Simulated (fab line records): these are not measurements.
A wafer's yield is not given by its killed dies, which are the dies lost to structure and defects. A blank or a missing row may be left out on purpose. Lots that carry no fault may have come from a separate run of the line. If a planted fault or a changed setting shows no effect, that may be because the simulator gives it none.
Problem report, 8D (eight disciplines) form, completed by code :: flow n5_finfet :: the parts of the form that need people (team, actions taken, sign-off) are left out

## 1. THE PROBLEM
N5_FIN_CUT_ETCH_30, etch_rf_on_time_s: mean 6.19 s over 1 wafer from 1 lot; wafers with no fault: 10.41 s, standard deviation 0.26. Relative to the usual mean, that is a shift of -16 standard deviations.
The step: etches underlayer in N2/H2, target depth 13 nm, time 10.4 s.
Earliest sighting: wafer L644.5 on rie_diel-05 at day 6 16:31. The record holds 27 wafers of 9 lots with a number at this step. The rule behind "out" and "out of limits": a value lying over 4 standard deviations away from the usual mean. The rest of the wafers with a number are treated as sound.

## 2. WHAT IT IS; WHAT IT IS NOT
question: which readings at this step
is: etch_rf_on_time_s
is not: drypump_motor_current_A, rf_vpp_V, showerhead_plenum_p_Torr

question: which lots
is: L644
is not: L626, L630, L631, L634, L637, L639, L641, L649

question: which wafers of those lots
is: L644.5
is not: L644.3, L644.4

question: read on which tools
is: rie_diel-05
is not: rie_diel-02, rie_diel-03

question: when
is: from day 6 16:31
is not: up to then (23 sound wafers); but 3 sound wafers of L649 came after

## 3. WHAT RULES OUT EACH SUSPECT
Counting: if a tool at a process step up to the reading ran every lot that is out, it stays a suspect. Sound lots after the first of them don't rule it out here, since some wafers of a struck lot are sound.
- rie_diel-05 at N5_FIN_CUT_ETCH_30 (etches underlayer in N2/H2, target depth 13 nm, time 10.4 s): kept. It processed L644, the lot that is out, at day 6 16:31, and its most recent sound lot before then was L639 at day 5 09:47. Out on those wafers are its own readings of etch_rf_on_time_s.
The count leaves rie_diel-05 at N5_FIN_CUT_ETCH_30.

## 4. THE CAUSE (what the simulator had put in)
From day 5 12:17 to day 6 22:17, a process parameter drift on rie_diel-05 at N5_FIN_CUT_ETCH_30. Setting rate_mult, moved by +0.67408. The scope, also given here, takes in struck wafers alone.
Only this tool survived the counting.

## 5. THE EFFECT CHAIN, in route order
Each row: a reading whose mean over the struck wafers that have a number lies more than 3 standard deviations from the usual. Scope: only readings with a usual standard deviation given in the record; hours: median across lots of the time from each lot's start at the first step in this table that gives one to its start at this step; sigmas: change in usual standard deviations.
hours: 0
step: N5_FIN_CUT_ETCH_30
reading: etch_rf_on_time_s
usual: 10.41 s
on struck wafers: 6.19
change: -4.22
sigmas: -16

hours: 0
step: N5_FIN_CUT_ETCH_30
reading: oes_product_au
usual: 0.64 a.u.
on struck wafers: 0.84
change: +0.20
sigmas: +3.6
Process steps it contains:
- N5_FIN_CUT_ETCH_30: etches underlayer in N2/H2, target depth 13 nm, time 10.4 s.
At these later measuring or inspecting steps, every struck wafer for which the step has a row has a number for every such reading, and none has moved that far: N5_BEOL_M4_RC_MEAS_101.

## 6. HOW IT WOULD HAVE BEEN CAUGHT EARLIER
In this record the first reading out of limits was taken at day 6 16:31, 28 hours after the fault began at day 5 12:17.
